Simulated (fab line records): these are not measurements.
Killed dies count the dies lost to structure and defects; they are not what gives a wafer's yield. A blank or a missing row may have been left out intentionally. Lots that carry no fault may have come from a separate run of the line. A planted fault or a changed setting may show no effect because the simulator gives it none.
Comparing a struck lot with a sound one :: flow nandHarc :: 15 steps out of a route of 1159
Sound: wafers L315.1, L315.3, L315.6. Wafers struck: L325.4, L325.5, L325.6. The cause is named last.
Order at every step that has rows: each side's tool, ch and its chambers, its first start. Under that, the readings that differ: sound wafers :: struck wafers :: difference of the means :: sigmas: that difference in standard deviations of wafers without a fault.
alike: words and numbers the same on both sides, and readings whose means are apart by under 2 such deviations; not compared: readings that were withheld, readings missing a value for some wafer, numbers with overlapping values and no deviation given by the record, and bounds like >300 which may hide the same value.
The two part at a step that has a row with sigmas, a row that says differs or no value, or rows on one side only. Numbers that have no deviation but don't overlap get no sigmas and don't part them. Lack of a reading on every wafer of one side parts them only where that side has two or more wafers.

first, 1 step without rows for these wafers: NHARC_P_ZERO_WELL_HARDBAKE_53 (time 80 s).
NHARC_P_ZERO_WELL_DESCUM_54: chemistry O2, time 3 s.
  sound on rieDiel-06 ch 0,1,3, day 2 06:12; struck on rieDiel-06 ch 2,3, day 4 17:56
  alike: drypumpMotorCurrentA, oesProductAu, rfVppV, showerheadPlenumPTorr, throttleValvePct
  not compared: rfHoursCounterH
then, 5 steps without rows for these wafers: NHARC_P_ZERO_WELL_IMPLANT_55; NHARC_P_ZERO_WELL_IMPLANT_61; NHARC_P_ZERO_WELL_STRIP_56 (strips in SPM, time 840 s); NHARC_P_ZERO_WELL_PRECLEAN_68 (cleans in SC1, time 60 s); NHARC_P_ZERO_WELL_SRD_69.
NHARC_P_ZERO_WELL_RTA_42: time 300 s.
  sound on rtpAnneal-01 ch 0, day 2 07:11; struck on rtpAnneal-02 ch 0, day 4 19:14
  alike: lampPowerPct, wafer_temp_C_max
NHARC_P_ZERO_WELL_INSPECT_43:
  sound: defectInspect-01 at day 2 07:52; struck: defectInspect-02 at day 4 19:35
  alike: rawDefectCount
then, 3 steps without rows for these wafers: NHARC_P_STI_ETCH_26 (etches SiO2 in dHF, target depth 11 nm); NHARC_P_STI_PRECLEAN_27 (cleans in SC1); NHARC_P_STI_SRD_28.
NHARC_P_STI_OXIDE_29: material SiO2, target thk 10 nm, ox time 1362 s.
  sound on furnace-01 ch 0, day 2 09:52; struck on furnace-04 ch 0, day 5 05:24
reading: zonePowerTopPct (%)
sound: 31.5 31.1 30.8
struck: 32.8 32.2 32.0
difference: +1.2
sigmas: +2
then, 1 step without rows for these wafers: NHARC_P_STI_HM_DEP_30 (deposits Si3N4, target thk 80 nm, time 873 s).
-- jump in the record: it breaks off in module P_STI and resumes in module END (first step shown: number 1159 of the route), and 18 days separate the struck wafers' starts before and after --
NHARC_END_SORT_01:
  sound on prober-02 ch 0, day 21 04:00; struck on prober-02 ch 0, day 23 13:13
  alike: killedAtArray, killedAtOther, killedAtPeriphery, killedDies, killedOpen, killedShort

## WHERE THEY PART
At NHARC_P_STI_OXIDE_29 and nowhere else, as far as this record goes. Later steps at which nothing parts them and some readings are alike: NHARC_END_SORT_01.

WHY: whatever the simulator had introduced
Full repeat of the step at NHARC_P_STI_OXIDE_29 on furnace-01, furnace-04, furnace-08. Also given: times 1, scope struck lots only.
